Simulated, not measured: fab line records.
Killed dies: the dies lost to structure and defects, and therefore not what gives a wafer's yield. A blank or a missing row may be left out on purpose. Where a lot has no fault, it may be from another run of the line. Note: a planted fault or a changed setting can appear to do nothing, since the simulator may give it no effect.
The tool behind it: which one? / flow n5Finfet / 10 lots with 26 wafers sampled at 3 steps, on a route of 1938 steps

## WHAT EACH GAUGE READ, for each wafer
N5_BEOL_M4_RC_MEAS_101. Usual: DIBL_N 35.6 mV/V, standard deviation 1.7; DIBL_P 35.0 mV/V, standard deviation 2; IOFF_N 0.148 nA/um, standard deviation 0.027; IOFF_P 0.19 nA/um, standard deviation 0.032; ION_N 671 uA/um, standard deviation 14; ION_P 460 uA/um, standard deviation 9.1; SS_N 71.3 mV/dec, standard deviation 0.62; SS_P 73.0 mV/dec, standard deviation 0.64; VT_N 251 mV, standard deviation 3.2; VT_P -251.5 mV, standard deviation 2.9.
lot=L678; measured=day 9 20:40; on=prober-01; DIBL_N (mV/V)=34.9 35.0; DIBL_P (mV/V)=35.3 32.8; IOFF_N (nA/um)=0.137 0.124; IOFF_P (nA/um)=0.19 0.15; ION_N (uA/um)=666 633; ION_P (uA/um)=460 436; SS_N (mV/dec)=71.2 71.7; SS_P (mV/dec)=72.9 72.5; VT_N (mV)=252 254; VT_P (mV)=-252.1 -258.2; flag=
lot=L680; measured=day 10 01:51; on=prober-02; DIBL_N (mV/V)=35.9 35.4; DIBL_P (mV/V)=36.2 35.7; IOFF_N (nA/um)=0.157 0.155; IOFF_P (nA/um)=0.23 0.22; ION_N (uA/um)=663 680; ION_P (uA/um)=458 465; SS_N (mV/dec)=71.7 71.7; SS_P (mV/dec)=73.0 72.7; VT_N (mV)=250 249; VT_P (mV)=-249.4 -250.6; flag=
lot=L676; measured=day 11 04:55; on=prober-01; DIBL_N (mV/V)=33.9 31.4 32.5; DIBL_P (mV/V)=34.3 32.1 33.4; IOFF_N (nA/um)=0.132 0.109 0.121; IOFF_P (nA/um)=0.17 0.15 0.16; ION_N (uA/um)=655 667 668; ION_P (uA/um)=446 453 458; SS_N (mV/dec)=70.6 70.2 70.2; SS_P (mV/dec)=72.2 71.5 72.0; VT_N (mV)=255 253 252; VT_P (mV)=-254.2 -253.2 -253.3; flag=
lot=L681; measured=day 11 08:19; on=prober-01; DIBL_N (mV/V)=33.8 34.2 37.2; DIBL_P (mV/V)=34.1 34.7 38.8; IOFF_N (nA/um)=0.140 0.161 0.214; IOFF_P (nA/um)=0.22 0.23 0.31; ION_N (uA/um)=674 690 680; ION_P (uA/um)=467 472 473; SS_N (mV/dec)=71.2 71.3 72.0; SS_P (mV/dec)=73.1 73.4 74.6; VT_N (mV)=250 245 245; VT_P (mV)=-246.6 -246.9 -244.7; flag=
lot=L682; measured=day 11 09:05; on=prober-01; DIBL_N (mV/V)=34.4 31.1 35.0; DIBL_P (mV/V)=36.7 31.3 36.3; IOFF_N (nA/um)=0.149 0.094 0.163; IOFF_P (nA/um)=0.25 0.16 0.24; ION_N (uA/um)=679 650 687; ION_P (uA/um)=471 460 472; SS_N (mV/dec)=71.1 71.0 71.4; SS_P (mV/dec)=74.1 71.8 73.4; VT_N (mV)=249 257 248; VT_P (mV)=-246.7 -249.5 -247.2; flag=
lot=L684; measured=day 11 13:08; on=prober-02; DIBL_N (mV/V)=36.1 34.2 33.9; DIBL_P (mV/V)=36.8 34.5 33.6; IOFF_N (nA/um)=0.198 0.147 0.139; IOFF_P (nA/um)=0.24 0.21 0.19; ION_N (uA/um)=690 670 672; ION_P (uA/um)=472 464 457; SS_N (mV/dec)=71.4 71.4 71.4; SS_P (mV/dec)=74.1 73.5 72.5; VT_N (mV)=244 250 249; VT_P (mV)=-246.3 -245.1 -250.3; flag=
lot=L689; measured=day 13 10:35; on=prober-02; DIBL_N (mV/V)=35.0 35.3; DIBL_P (mV/V)=32.2 33.1; IOFF_N (nA/um)=0.118 0.121; IOFF_P (nA/um)=0.14 0.15; ION_N (uA/um)=656 657; ION_P (uA/um)=448 449; SS_N (mV/dec)=70.8 71.0; SS_P (mV/dec)=72.2 72.8; VT_N (mV)=253 255; VT_P (mV)=-256.9 -253.0; flag=
lot=L692; measured=day 13 17:23; on=prober-02; DIBL_N (mV/V)=35.5 40.2; DIBL_P (mV/V)=34.2 40.5; IOFF_N (nA/um)=0.119 0.222; IOFF_P (nA/um)=0.18 0.30; ION_N (uA/um)=662 692; ION_P (uA/um)=458 475; SS_N (mV/dec)=70.5 72.3; SS_P (mV/dec)=72.3 73.4; VT_N (mV)=253 247; VT_P (mV)=-251.4 -244.4; flag=
lot=L695; measured=day 14 09:56; on=prober-02; DIBL_N (mV/V)=37.7 35.9 36.3; DIBL_P (mV/V)=37.6 35.5 36.0; IOFF_N (nA/um)=0.200 0.155 0.166; IOFF_P (nA/um)=0.22 0.19 0.20; ION_N (uA/um)=701 679 681; ION_P (uA/um)=468 458 456; SS_N (mV/dec)=71.8 71.2 71.3; SS_P (mV/dec)=74.1 73.3 73.6; VT_N (mV)=246 249 245; VT_P (mV)=-253.1 -251.3 -250.3; flag=
lot=L694; measured=day 14 10:01; on=prober-01; DIBL_N (mV/V)=37.0 36.2 34.6; DIBL_P (mV/V)=37.4 35.8 33.7; IOFF_N (nA/um)=0.156 0.144 0.120; IOFF_P (nA/um)=0.22 0.18 0.16; ION_N (uA/um)=677 680 668; ION_P (uA/um)=472 464 462; SS_N (mV/dec)=71.3 71.2 69.9; SS_P (mV/dec)=73.3 72.3 72.6; VT_N (mV)=250 251 254; VT_P (mV)=-251.2 -253.6 -252.9; flag=

N5_BEOL_M9_OVL_MEAS_12. Usual: M9_OVL -0.3 nm, standard deviation 0.76.
lot=L678; measured=day 12 01:31; on=overlay-02; M9_OVL (nm)=-1.7 -1.5; flag=
lot=L680; measured=day 11 19:22; on=overlay-02; M9_OVL (nm)=0.8 0.6; flag=
lot=L676; measured=day 13 01:40; on=overlay-01; M9_OVL (nm)=-0.8 0.2 -1.3; flag=
lot=L681; measured=day 13 04:49; on=overlay-02; M9_OVL (nm)=-1.7 -1.9 -0.2; flag=
lot=L682; measured=day 13 08:11; on=overlay-01; M9_OVL (nm)=-0.1 0.5 -0.3; flag=
lot=L684; measured=day 13 08:20; on=overlay-01; M9_OVL (nm)=-0.5 -0.3 -0.4; flag=
lot=L689; measured=day 15 00:45; on=overlay-02; M9_OVL (nm)=0.2 -0.1; flag=
lot=L692; measured=day 15 12:01; on=overlay-02; M9_OVL (nm)=0.0 0.5; flag=
lot=L695; measured=day 16 10:32; on=overlay-01; M9_OVL (nm)=-0.8 0.2 0.1; flag=
lot=L694; measured=day 16 10:23; on=overlay-01; M9_OVL (nm)=-0.3 0.4 0.4; flag=

## EACH LOT AND THE TOOL THAT RAN IT (in order: tool; ch and the chambers of the sampled wafers; start)
lot=L678; N5_BEOL_M9_HM_DEP_02=pvdSputter-01, day 12 00:59
lot=L680; N5_BEOL_M9_HM_DEP_02=pvdSputter-03, day 11 18:51
lot=L676; N5_BEOL_M9_HM_DEP_02=pvdSputter-02, day 13 01:08
lot=L681; N5_BEOL_M9_HM_DEP_02=pvdSputter-01, day 13 04:17
lot=L682; N5_BEOL_M9_HM_DEP_02=pvdSputter-02, day 13 07:39
lot=L684; N5_BEOL_M9_HM_DEP_02=pvdSputter-02, day 13 07:45
lot=L689; N5_BEOL_M9_HM_DEP_02=pvdSputter-03, day 15 00:20
lot=L692; N5_BEOL_M9_HM_DEP_02=pvdSputter-03, day 15 11:29
lot=L695; N5_BEOL_M9_HM_DEP_02=pvdSputter-02, day 16 09:53
lot=L694; N5_BEOL_M9_HM_DEP_02=pvdSputter-01, day 16 09:51
- N5_BEOL_M9_HM_DEP_02: deposits TiN, target thk 20 nm.

## WHAT THE TOOLS THEMSELVES READ (means of the sampled wafers that have a number; where no wafer has one, the mark that the record gives instead)
N5_BEOL_M9_HM_DEP_02. Usual: chamberPressurePa 0.5001 Pa, standard deviation 0.001; throttleValvePct 30.0 %, standard deviation 1.6.
lot=L678; tool=pvdSputter-01; chamberPressurePa (Pa)=0.5009; throttleValvePct (%)=28.9; flag=
lot=L680; tool=pvdSputter-03; chamberPressurePa (Pa)=0.4997; throttleValvePct (%)=31.4; flag=
lot=L676; tool=pvdSputter-02; chamberPressurePa (Pa)=0.5006; throttleValvePct (%)=31.0; flag=
lot=L681; tool=pvdSputter-01; chamberPressurePa (Pa)=0.5015; throttleValvePct (%)=30.2; flag=
lot=L682; tool=pvdSputter-02; chamberPressurePa (Pa)=0.4989; throttleValvePct (%)=30.1; flag=
lot=L684; tool=pvdSputter-02; chamberPressurePa (Pa)=0.4997; throttleValvePct (%)=30.2; flag=
lot=L689; tool=pvdSputter-03; chamberPressurePa (Pa)=0.4987; throttleValvePct (%)=29.8; flag=
lot=L692; tool=pvdSputter-03; chamberPressurePa (Pa)=0.4976; throttleValvePct (%)=28.4; flag=
lot=L695; tool=pvdSputter-02; chamberPressurePa (Pa)=0.5006; throttleValvePct (%)=30.7; flag=
lot=L694; tool=pvdSputter-01; chamberPressurePa (Pa)=0.5006; throttleValvePct (%)=29.7; flag=

## THE ANSWER, worked out from the rows above alone
Rule: lot off if the mean of its wafers having a number is beyond 3 standard deviations from the usual mean. A lot without any number at a reading at which 4 lots or more have one is off too. All remaining lots with rows at the step are treated as sound. The gauges are gone through in route order, then the tools' own readings, and for those a lot's mean is taken as printed above. At the first step where some lot is off, the reading lying furthest off is the one used; lots without a number count as furthest.
Nothing can be told from this: no lot is off at any reading shown.

## WHAT WAS PUT IN BY THE SIMULATOR
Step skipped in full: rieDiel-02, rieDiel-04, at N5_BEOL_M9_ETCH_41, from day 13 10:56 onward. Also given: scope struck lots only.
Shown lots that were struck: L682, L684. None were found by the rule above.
